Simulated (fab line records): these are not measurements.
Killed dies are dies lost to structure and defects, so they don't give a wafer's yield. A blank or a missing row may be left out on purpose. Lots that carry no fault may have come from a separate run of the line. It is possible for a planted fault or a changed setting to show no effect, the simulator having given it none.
Chamber matching | flow n5-finfet | N5_FIN_SAQP_ETCH_67 on rie-diel-04: 4 sister chambers
The step etches SiNx in CH3F/O2, target depth 30 nm. 4 wafers are shown with their chamber, then 9 later ones without.

== WAFERS PAIRED WITH THEIR CHAMBERS ==
wafer  | chamber | drypump-motor-current-A (A)
L077.6 | 3       | 5.3
L089.2 | 1       | 4.9
L089.4 | 0       | 5.5
L089.5 | 2       | 6.1

== WAFERS WHOSE CHAMBER IS MISSING ==
wafer  | drypump-motor-current-A (A)
L092.2 | 5.3
L092.4 | 6.2
L092.6 | 4.9
L093.1 | 5.3
L093.2 | 4.9
L093.3 | 6.2
L097.2 | 5.3
L097.4 | 4.9
L097.6 | 4.9

== CHAMBER TAKEN BY EACH ==
wafer  | from the rows above | in truth
L092.2 | 3                   | 3
L092.4 | 2                   | 2
L092.6 | 1                   | 1
L093.1 | 3                   | 3
L093.2 | 1                   | 1
L093.3 | 2                   | 2
L097.2 | 3                   | 3
L097.4 | 1                   | 1
L097.6 | 1                   | 1
Correct placement for 9 of the 9. From these rows, 0 cannot be placed. Wrongly placed: 0.
How it was worked out, from the rows above alone: a wafer's distance from a chamber is the root of the sum, over the readings, of the square of ((its reading less the chamber's mean) divided by the reading's scatter). The wafer belongs to the nearest chamber; if the next one is less than 2 further off, it can't be placed. Each chamber's mean is taken over the wafers shown for it. The scatter: with one shown wafer a chamber, the root of the mean of the squares of how far each hidden wafer lies from its nearest shown one.
